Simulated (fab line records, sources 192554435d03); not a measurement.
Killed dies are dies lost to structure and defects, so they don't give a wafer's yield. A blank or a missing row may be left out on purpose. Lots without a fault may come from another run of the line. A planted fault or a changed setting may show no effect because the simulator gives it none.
Chamber matching | flow n5_finfet | N5_BEOL_M3_STRIP_19 on rie_diel-05: 4 sister chambers
The step strips in O2. 22 wafers are shown with their chamber, then 11 later ones without.

WAFERS WITH THEIR CHAMBER
wafer  | chamber | drypump_motor_current_A (A) | showerhead_plenum_p_Torr (Torr) | throttle_valve_pct (%)
L074.2 | 3       | 5.4                         | 2.07                            | 16.60
L074.3 | 0       | 6.3                         | 2.05                            | 16.82
L074.4 | 2       | 5.4                         | 2.22                            | 16.56
L079.1 | 0       | 6.3                         | 2.05                            | 16.84
L079.3 | 2       | 5.4                         | 2.22                            | 16.58
L079.5 | 1       | 5.3                         | 2.22                            | 16.40
L081.1 | 2       | 5.4                         | 2.22                            | 16.60
L081.2 | 0       | 6.3                         | 2.05                            | 16.84
L081.3 | 3       | 5.4                         | 2.07                            | 16.62
L084.1 | 1       | 5.3                         | 2.22                            | 16.43
L084.3 | 3       | 5.4                         | 2.07                            | 16.61
L084.6 | 1       | 5.3                         | 2.22                            | 16.42
L082.1 | 1       | 5.3                         | 2.22                            | 16.41
L082.3 | 3       | 5.4                         | 2.07                            | 16.62
L082.5 | 3       | 5.3                         | 2.06                            | 16.64
L083.2 | 0       | 6.3                         | 2.05                            | 16.85
L083.5 | 1       | 5.3                         | 2.22                            | 16.43
L083.6 | 0       | 6.3                         | 2.05                            | 16.85
L086.3 | 2       | 5.4                         | 2.21                            | 16.60
L086.4 | 3       | 5.3                         | 2.06                            | 16.64
L086.5 | 3       | 5.3                         | 2.06                            | 16.65
L088.2 | 1       | 5.3                         | 2.21                            | 16.44

SIGNATURES (means of the wafers above)
reading                  | chamber 0 | chamber 1 | chamber 2 | chamber 3 | scatter within a chamber
drypump_motor_current_A  | 6.300     | 5.300     | 5.400     | 5.357     | 0.0309
showerhead_plenum_p_Torr | 2.0500    | 2.2183    | 2.2175    | 2.0657    | 0.00428
throttle_valve_pct       | 16.8400   | 16.4217   | 16.5850   | 16.6257   | 0.0163
Rule: a wafer's distance from a chamber is the root of the sum, over the readings, of the square of ((its reading less the chamber's mean) divided by the reading's scatter). The wafer belongs to the nearest chamber; if the next one is less than 2 further off, it can't be placed. The scatter: the root of (the sum of the squares of (reading less its chamber's mean) over the shown wafers, divided by (wafers less chambers)).

WAFERS WITHOUT THEIR CHAMBER
wafer  | drypump_motor_current_A (A) | showerhead_plenum_p_Torr (Torr) | throttle_valve_pct (%)
L088.3 | 5.3                         | 2.06                            | 16.66
L088.5 | 6.3                         | 2.04                            | 16.88
L092.4 | 5.5                         | 2.21                            | 16.61
L092.5 | 5.3                         | 2.21                            | 16.47
L092.6 | 6.3                         | 2.04                            | 16.88
L094.1 | 5.4                         | 2.21                            | 16.62
L094.2 | 6.3                         | 2.04                            | 16.90
L094.3 | 5.3                         | 2.21                            | 16.50
L097.1 | 5.3                         | 2.06                            | 16.20
L097.3 | 5.3                         | 2.21                            | 16.48
L097.6 | 6.3                         | 2.04                            | 16.90

WHICH CHAMBER EACH WENT THROUGH
wafer  | from the rows above     | in truth
L088.3 | 3                       | 3
L088.5 | 0                       | 0
L092.4 | 2                       | 2
L092.5 | 1                       | 1
L092.6 | 0                       | 0
L094.1 | 2                       | 2
L094.2 | 0                       | 0
L094.3 | can't be placed: 1 or 2 | 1
L097.1 | 3                       | 3
L097.3 | 1                       | 1
L097.6 | 0                       | 0
Placed correctly: 10 of 11. Can't be placed from these rows: 1 (the true chamber is among the candidates in 1). Placed wrongly: 0.
